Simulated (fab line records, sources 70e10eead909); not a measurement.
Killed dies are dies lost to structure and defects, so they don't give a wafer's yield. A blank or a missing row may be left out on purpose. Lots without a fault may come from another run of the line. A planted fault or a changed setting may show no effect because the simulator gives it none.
One fault seen from 3 desks | flow nand_harc | each desk has only its own numbers; what lay behind them comes last

THE DEFECT DESK
What the inspections along the route counted, lot by lot: means of the sampled wafers that have a number. A lot is out of limits, marked OUT, if its mean lies more than 4 standard deviations from the usual mean; the brackets give that distance.
Columns: A = raw_defect_count at NHARC_A_CHANNEL_HOLE_D1_INSPECT_12, usual 5.7
lot  | first seen here | A
L670 | day 8 14:46     | 9.0
L669 | day 8 14:55     | 8.3
L671 | day 9 03:52     | 3.0
L672 | day 9 20:12     | 4.3
L673 | day 10 09:17    | 6.3
L675 | day 11 03:23    | 5.3
L676 | day 11 22:59    | 8.0
L681 | day 13 15:58    | 4.7
L683 | day 14 18:22    | 2.0
L682 | day 14 19:59    | 4.0
L686 | day 15 17:04    | 7.0
L687 | day 16 06:32    | 1.0
L689 | day 16 23:32    | 6.0
L690 | day 17 03:56    | 7.7
This desk's finding: nothing out of limits on any of the 14 lots.

THE METROLOGY DESK
What the gauges read, lot by lot, whatever tool the lot ran on: means of the sampled wafers that have a number. A lot is out of limits, marked OUT, if its mean lies more than 4 standard deviations from the usual mean; the brackets give that distance.
Columns: A = thk_nm at NHARC_A_SOURCE_PLATE_THK_MEAS_09, usual 9.6 nm; B = thk_nm at NHARC_A_ONON_D1_THK_MEAS_05, usual 1002 nm; C = thk_nm at NHARC_A_ONON_D1_THK_MEAS_34, usual 200.5 nm
lot  | first seen here | A    | B    | C
L669 | day 7 08:45     | 9.4  | 1006 | 202.4
L670 | day 7 08:45     | 9.5  | 1023 | 200.2
L671 | day 7 19:04     | 10.1 | 995  | 198.5
L672 | day 8 13:55     | 10.0 | 1012 | 199.4
L673 | day 9 00:50     | 9.5  | 993  | 203.5
L675 | day 9 18:59     | 9.5  | 977  | 199.7
L676 | day 10 11:51    | 9.5  | 987  | 204.1
L681 | day 12 07:05    | 10.4 | 1006 | 196.6
L682 | day 13 08:38    | 10.4 | 1002 | 165.0 (-13) OUT
L683 | day 13 08:38    | 8.6  | 984  | 173.2 (-10) OUT
L686 | day 14 08:59    | 9.6  | 1028 | 201.9
L687 | day 14 16:19    | 8.2  | 989  | 168.0 (-12) OUT
L689 | day 15 10:15    | 9.2  | 1015 | 199.3
L690 | day 15 21:37    | 8.4  | 998  | 200.4
This desk's finding: out of limits on L682, L683, L687; first on L682, day 14 11:50 (thk_nm at NHARC_A_ONON_D1_THK_MEAS_34). In limits: L669, L670, L671, L672, L673, L675, L676, L681, L686, L689, L690.

THE TOOL OWNER'S DESK: pecvd-04
The tool's own readings at NHARC_A_ONON_D1_DEP_33 (deposits SiO2, target thk 200 nm): means of the sampled wafers that have a number, for each lot that ran on this tool. A lot is out of limits, marked OUT, if its mean lies more than 4 standard deviations from the usual mean; the brackets give that distance.
Columns: A = chamber_pressure_Torr at NHARC_A_ONON_D1_DEP_33, usual 6.499 Torr; B = heater_power_outer_w at NHARC_A_ONON_D1_DEP_33, usual 309 W; C = heater_power_w at NHARC_A_ONON_D1_DEP_33, usual 553 W; D = rf_fwd_power_W at NHARC_A_ONON_D1_DEP_33, usual 897.5 W; E = showerhead_vpp_V at NHARC_A_ONON_D1_DEP_33, usual 1863 V; F = susceptor_temp_C at NHARC_A_ONON_D1_DEP_33, usual 400.00 C; G = throttle_valve_pct at NHARC_A_ONON_D1_DEP_33, usual 16.0 %
lot  | first seen here | A     | B   | C   | D                       | E               | F      | G
L672 | day 9 15:18     | 6.514 | 297 | 520 | 897.6                   | 1888            | 399.95 | 15.5
L675 | day 10 21:20    | 6.505 | 302 | 531 | 897.6                   | 1862            | 400.04 | 15.6
L676 | day 11 13:50    | 6.516 | 291 | 512 | 893.3                   | 1877            | 400.25 | 15.8
L681 | day 13 09:10    | 6.509 | 316 | 538 | 897.9                   | 1897            | 400.01 | 15.2
L682 | day 14 11:31    | 6.470 | 424 | 652 | 537.0 (-99 or more) OUT | 1498 (-8.1) OUT | 399.96 | 15.8
L683 | day 14 11:55    | 6.509 | 381 | 633 | 541.2 (-99 or more) OUT | 1479 (-8.5) OUT | 400.14 | 15.9
L687 | day 16 01:08    | 6.481 | 379 | 612 | 539.3 (-99 or more) OUT | 1491 (-8.3) OUT | 400.17 | 16.0
This desk's finding: out of limits on L682, L683, L687; first on L682, day 14 11:31 (rf_fwd_power_W at NHARC_A_ONON_D1_DEP_33). In limits: L672, L675, L676, L681.

PUT TOGETHER
The tool owner's desk could have raised an alarm at day 14 11:31, on L682, L683, L687.
The metrology desk could have raised an alarm at day 14 11:50, on L682, L683, L687.
The defect desk saw nothing out of limits.
The defect desk has L682, L683, L687 on record, within its limits.
Of the lots named, all ran NHARC_A_ONON_D1_DEP_33 on pecvd-04.

WHAT THE SIMULATOR HAD PUT IN
Process parameter drift: pecvd-04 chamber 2, from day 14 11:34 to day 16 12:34, at NHARC_A_ONON_D1_DEP_33. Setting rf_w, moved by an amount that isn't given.
Lots struck among those shown: L682, L683, L687.
